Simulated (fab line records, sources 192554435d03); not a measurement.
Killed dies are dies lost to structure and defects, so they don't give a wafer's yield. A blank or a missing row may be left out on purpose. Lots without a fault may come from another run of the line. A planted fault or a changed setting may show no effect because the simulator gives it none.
fab line records | flow n5_finfet
record lots=14 wafers=38 last_day=18
route steps=1938 shown SD_EPI_N@293 SD_ACTIVATION@330 ILD0@340 SDB@357 PASSIVATION@1936
lots that met no fault: from a run of the same line without faults
start_h: hours from the record's first day to the start of the lot's first wafer shown | wait_h: hours since the lot's step before | " the same as in the row above | L1.1+2: a row that stands for several wafers | - no value, or no start given | * or withheld: withheld | < > ~ a bound
route shown NAME@n: a module of which the file shows steps, and the number in the route of the first | usual: mean/standard deviation of fault-free wafers | same: alike in all rows | chamber/n: place in a boat | sites: the reading at each site | _std_site: their standard deviation | _edge_site: outer sites' mean less inner sites' | radius_mm: how far each site lies from the wafer's centre | mask NAME#n: copy n | behind: the tool/chamber that last shaped the wafer | hold: why the lot was held/for how many hours/how that ended | device: the transistor (n, p or np) that didn't switch | end of line: the same wafers' tests at the end of the route | a step without rows: its recipe alone | killed: dies lost to structure and defects at the first sort, not the wafer's yield | map: a wafer's dies, x killed, . not, _ none there
set.NAME: the setting as run; set.NAME@STEP: as run at that earlier step | model.NAME: the simulator's own value behind a step, which no gauge read
steps of the route over a sample of lots; a table a step, a row a wafer
services: from which hour (start_h, from the record's first day; less than 0 if before it) a tool's chamber was out of use, for how many hours, and why
## steps
# step N5_SD_EPI_N_LINER_46
# recipe material=SiNx target_thk_a=30 temp_c=400 ald_precursor_family=SiH2I2 ald_co_reactant=N2/H2-plasma pressure_torr=2
# usual heater_power_w=848/140
# columns lot.wafer tool chamber start_h wait_h heater_power_w
L218.2 ald_sin-01 3 52.44 0.1 1096
L218.5 " 3 " " 1073
L219.1 ald_sin-02 3 59.88 0.2 894
L219.6 " 1 " " 750
L220.2 ald_sin-03 2 64.51 0.1 717
L220.5 " 0 " " 894
L220.6 " 3 " " 849
L221.1 ald_sin-02 1 72.43 0.4 767
L221.6 " 3 " " 895
L222.1 ald_sin-01 0 76.13 0.2 963
L222.6 " 0 " " 944
L225.1 ald_sin-02 3 97.16 0.3 898
L225.5 " 0 " " 927
L225.6 " 1 " " 771
L226.1 ald_sin-01 3 110.71 0.2 1098
L226.5 " 1 " " 582
L226.6 " 0 " " 957
L227.2 ald_sin-03 0 111.66 0.1 911
L227.3 " 3 " " 836
L227.4 " 1 " " 907
L228.1 ald_sin-02 0 119.84 0.2 894
L228.2 " 3 " " 896
L228.3 " 2 " " 882
L229.1 ald_sin-01 1 120.73 0.5 589
L229.3 " 0 " " 944
L229.4 " 2 " " 710
L237.3 ald_sin-03 3 174.89 0.7 862
L237.4 " 2 " " 713
L237.5 " 1 " " 946
L238.1 ald_sin-03 2 175.55 0.2 718
L238.2 " 1 " " 955
L238.5 " 3 " " 836
L240.1 ald_sin-02 1 186.44 0.2 762
L240.2 " 3 " " 906
L240.6 " 2 " " 886
L241.1 ald_sin-01 1 194.18 1.1 556
L241.3 " 2 " " 790
L241.5 " 0 " " 934
# step N5_SD_ACTIVATION_RTA_00
# recipe temp_c=975 time_s=0 ambient=N2 idle_temp_c=600 ramp_up_c_per_s=150 ramp_down_c_per_s=60 cool_to_c=600
# usual lamp_power_pct=8.96/0.055 wafer_temp_C_max=974.9/2
# columns lot.wafer tool chamber start_h wait_h lamp_power_pct wafer_temp_C_max
L218.2 rtp_anneal-01 0 57.04 0.1 8.99 975.5
L218.5 " 0 " " 9.04 978.5
L219.1 rtp_anneal-01 0 64.33 0.1 9.03 974.8
L219.6 " 0 " " 9.01 972.5
L220.2 rtp_anneal-02 0 68.91 0.1 8.79 973.8
L220.5 " 0 " " 9.00 971.7
L220.6 " 0 " " 9.02 971.8
L221.1 rtp_anneal-02 0 77.17 0.0 8.91 976.2
L221.6 " 0 " " 8.84 972.2
L222.1 rtp_anneal-02 0 80.62 0.0 8.91 975.4
L222.6 " 0 " " 8.93 974.7
L225.1 rtp_anneal-01 0 101.70 0.1 8.97 975.6
L225.5 " 0 " " 9.06 980.7
L225.6 " 0 " " 8.96 975.9
L226.1 rtp_anneal-01 0 115.20 0.0 8.96 975.5
L226.5 " 0 " " 8.90 975.7
L226.6 " 0 " " 8.93 977.8
L227.2 rtp_anneal-02 0 116.45 0.3 8.91 975.0
L227.3 " 0 " " 8.96 975.9
L227.4 " 0 " " 9.01 972.7
L228.1 rtp_anneal-01 0 124.38 0.0 8.98 975.7
L228.2 " 0 " " 9.05 971.5
L228.3 " 0 " " 9.03 977.1
L229.1 rtp_anneal-02 0 125.23 0.0 8.97 975.3
L229.3 " 0 " " 8.87 974.4
L229.4 " 0 " " 8.92 974.8
L237.3 rtp_anneal-02 0 179.39 0.1 9.03 975.5
L237.4 " 0 " " 9.02 975.7
L237.5 " 0 " " 8.94 975.2
L238.1 rtp_anneal-01 0 180.39 0.0 9.05 974.1
L238.2 " 0 " " 8.88 975.4
L238.5 " 0 " " 8.88 973.7
L240.1 rtp_anneal-02 0 191.00 0.2 8.91 977.0
L240.2 " 0 " " 8.97 977.3
L240.6 " 0 " " 8.98 975.9
L241.1 rtp_anneal-02 0 198.68 0.0 8.91 974.9
L241.3 " 0 " " 8.99 974.7
L241.5 " 0 " " 8.95 973.4
# step N5_ILD0_CMP_07
# recipe stop_on=poly-Si material=SiO2_flowable t_overpolish_s=1.18 post_cmp_clean=alkaline_brush down_force_psi=4.1491 platen_rpm=51.796 pad_velocity_m_s=1.0306 target_thk_nm=138.88
# usual edge_zone_pressure_frac=1.000/0.0046 head_pressure_psi=4.148/0.0095 motor_current_A=12.6/1.3
# columns lot.wafer tool chamber start_h wait_h edge_zone_pressure_frac head_pressure_psi motor_current_A
L218.2 cmp-04 0 60.66 0.0 1.003 4.142 12.1
L218.5 " 0 " " 1.009 4.156 12.5
L219.1 cmp-03 3 68.24 0.2 0.992 4.168 11.9
L219.6 " 1 " " 1.005 4.151 14.4
L220.2 cmp-03 1 72.34 0.0 1.004 4.143 15.4
L220.5 " 1 " " 1.003 4.141 15.3
L220.6 " 2 " " 1.003 4.145 12.8
L221.1 cmp-02 0 80.72 0.1 1.003 4.142 13.7
L221.6 " 2 " " 0.996 4.137 12.6
L222.1 cmp-02 1 84.11 0.1 1.004 4.160 13.1
L222.6 " 0 " " 1.005 4.159 14.1
L225.1 cmp-04 0 105.26 0.1 1.003 4.137 12.8
L225.5 " 1 " " 1.006 4.151 14.6
L225.6 " 2 " " 1.009 4.152 10.4
L226.1 cmp-02 0 118.65 0.0 0.999 4.158 14.2
L226.6 " 0 " " 1.003 4.142 14.5
L226.5 " 1 " " 1.002 4.153 13.0
L227.3 cmp-02 0 119.87 0.0 1.004 4.166 13.3
L227.2 " 2 " " 1.001 4.156 12.1
L227.4 " 3 " " 1.000 4.170 11.0
L228.2 cmp-02 3 127.83 0.0 1.001 4.287 11.7
L228.3 " 0 " " 0.995 4.292 14.2
L228.1 " 2 " " 1.003 4.300 11.9
L229.3 cmp-02 0 128.72 0.1 0.999 4.289 13.7
L229.1 " 1 " " 1.000 4.296 12.8
L229.4 " 2 " " 1.001 4.291 12.8
L237.3 cmp-04 2 184.13 0.1 0.993 4.140 10.6
L237.4 " 3 " " 1.001 4.133 12.6
L237.5 " 1 " " 1.000 4.167 14.1
L238.1 cmp-03 2 184.13 0.1 0.988 4.148 12.6
L238.2 " 3 " " 0.994 4.148 11.8
L238.5 " 1 " " 1.000 4.139 15.3
L240.1 cmp-02 1 194.71 0.1 1.000 4.145 12.7
L240.2 " 3 " " 0.994 4.151 11.2
L240.6 " 0 " " 1.001 4.154 13.2
L241.1 cmp-04 0 202.82 0.2 1.000 4.150 13.3
L241.3 " 1 " " 1.000 4.138 13.6
L241.5 " 2 " " 1.003 4.155 11.1
# step N5_SDB_OVL_MEAS_12
# recipe points_per_wafer=44
# usual SDB_OVL=-0.5/0.85
# columns lot.wafer tool chamber start_h wait_h SDB_OVL[nm]
L218.2 overlay-01 0 64.89 0.0 -1.1
L218.5 " 0 " " -1.2
L219.1 overlay-01 0 72.05 0.0 -1.6
L219.6 " 0 " " -1.6
L220.2 overlay-01 0 76.26 0.0 -1.2
L220.5 " 0 " " -1.0
L220.6 " 0 " " -1.9
L221.1 overlay-02 0 84.73 0.0 1.2
L221.6 " 0 " " 0.6
L222.1 overlay-02 0 88.00 0.0 0.7
L222.6 " 0 " " 0.7
L225.1 overlay-01 0 109.21 0.0 -0.7
L225.5 " 0 " " -0.9
L225.6 " 0 " " -0.9
L226.1 overlay-02 0 122.70 0.0 1.2
L226.5 " 0 " " 0.1
L226.6 " 0 " " 0.7
L227.2 overlay-01 0 123.93 0.0 -1.3
L227.3 " 0 " " -1.0
L227.4 " 0 " " -1.0
L228.1 overlay-01 0 131.88 0.0 -0.6
L228.2 " 0 " " -0.1
L228.3 " 0 " " -0.7
L229.1 overlay-02 0 132.61 0.0 1.3
L229.3 " 0 " " 0.7
L229.4 " 0 " " 1.1
L238.1 overlay-01 0 188.15 0.0 -0.1
L238.2 " 0 " " 0.4
L238.5 " 0 " " 0.3
L237.3 overlay-02 0 188.41 0.0 1.2
L237.4 " 0 " " 0.1
L237.5 " 0 " " 0.6
L240.1 overlay-02 0 198.82 0.0 -1.0
L240.2 " 0 " " -1.0
L240.6 " 0 " " 0.3
L241.1 overlay-01 0 206.83 0.0 -0.3
L241.3 " 0 " " -0.5
L241.5 " 0 " " -0.3
# step N5_PASSIVATION_PROBE_49
# usual killed_at_M0_to_M3=33/9.9 killed_at_M4_up=15/5.6 killed_at_contacts=13/5.7 killed_at_front_end=38/12 killed_at_other=4/3.1 killed_dies=103/17 killed_open=66/13 killed_short=32/7.8
# same gross_dies=1180 killed_at_back_side=0
# columns lot.wafer tool chamber start_h wait_h killed_at_M0_to_M3 killed_at_M4_up killed_at_contacts killed_at_front_end killed_at_other killed_dies killed_open killed_short
L228.1 prober-02 - 354.93 0.0 38 10 16 47 4 115 86 29
L228.2 prober-02 - 354.98 0.1 28 10 20 30 3 91 61 23
L228.3 prober-02 - 355.03 0.1 29 10 9 51 0 99 71 27
# killed by level:class
L228.1 STI_FIN_REVEAL:geometric_particle:open=27 MOL_CONTACT_COAG:geometric_particle:open=14 BEOL_M0_SAQP:geometric_particle:short=14 BEOL_M0_SAQP:geometric_particle:open=13 FIN_SAQP:geometric_particle:open=5 STI_FIN_REVEAL:geometric_particle:short=5 BEOL_M1:geometric_particle:open=4 BEOL_M2:geometric_particle:open=4
L228.2 MOL_CONTACT_COAG:geometric_particle:open=15 BEOL_M2:geometric_particle:open=8 FIN_SAQP:geometric_particle:open=7 BEOL_M3:geometric_particle:open=7 STI_FIN_REVEAL:geometric_particle:open=5 MOL_CONTACT_COAG:geometric_particle:short=5 BEOL_M0_SAQP:geometric_particle:open=5 BEOL_M0_SAQP:geometric_particle:short=4
L228.3 STI_FIN_REVEAL:geometric_particle:open=19 FIN_SAQP:geometric_particle:open=8 MOL_CONTACT_COAG:geometric_particle:open=7 BEOL_M0_SAQP:geometric_particle:open=7 BEOL_M1:geometric_particle:open=6 BEOL_M2:geometric_particle:open=6 FIN_SAQP:geometric_particle:short=5 DUMMY_GATE:geometric_particle:open=5
## services
# columns tool chamber start_h hours kind
cmp-04 - 32.14 0.6 repair
cmp-02 - 35.74 2.4 repair
ald_sin-02 - 38.49 0.8 repair
cmp-04 - 44.06 3.6 repair
cmp-02 - 63.24 5.5 pm
ald_sin-01 3 63.61 4.6 repair
cmp-03 - 76.25 1.8 repair
cmp-02 - 79.05 0.7 repair
ald_sin-01 3 79.10 6.3 repair
ald_sin-03 - 95.80 0.5 repair
cmp-02 - 96.29 1.2 repair
cmp-04 - 97.14 1.4 repair
ald_sin-03 3 142.01 13.5 repair
cmp-04 - 143.74 5.2 repair
cmp-03 - 148.19 4.0 pm
ald_sin-01 - 178.72 14.0 pm
ald_sin-01 0 178.72 14.0 vent_cycle
ald_sin-01 1 178.72 14.0 vent_cycle
ald_sin-01 2 178.72 14.0 vent_cycle
ald_sin-01 3 178.72 14.0 vent_cycle
ald_sin-01 0 192.72 - clean
ald_sin-01 1 192.72 - clean
ald_sin-01 2 192.72 - clean
ald_sin-01 3 192.72 - clean
## key
first_sign step=N5_ILD0_CMP_07 reading=head_pressure_psi direction=up sigmas=15 usual=4.148 struck=4.292
effect none on later readings
met_at N5_ILD0_CMP_07
struck_lots L228,L229
tester_left_out L228,L229
not_acting_at N5_SD_EPI_N_LINER_46,N5_SD_ACTIVATION_RTA_00,N5_SDB_OVL_MEAS_12
onset_between 119.87 127.83
fault kind=process_parameter_drift tool=cmp-02 chamber=- onset_h=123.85 steps=N5_ILD0_CMP_07 channel=down_force_psi offset=0.14831 shape=step end_h=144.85 acts_in=these_recipes_only stated=4.1491
# tester_left_out: of these lots the tester's yield and bins aren't shown, on N5 and GAA mostly nor the transistor test; their killed dies are dies lost to structure and defects alone, not to doping, threshold or leakage, so they don't give the yield
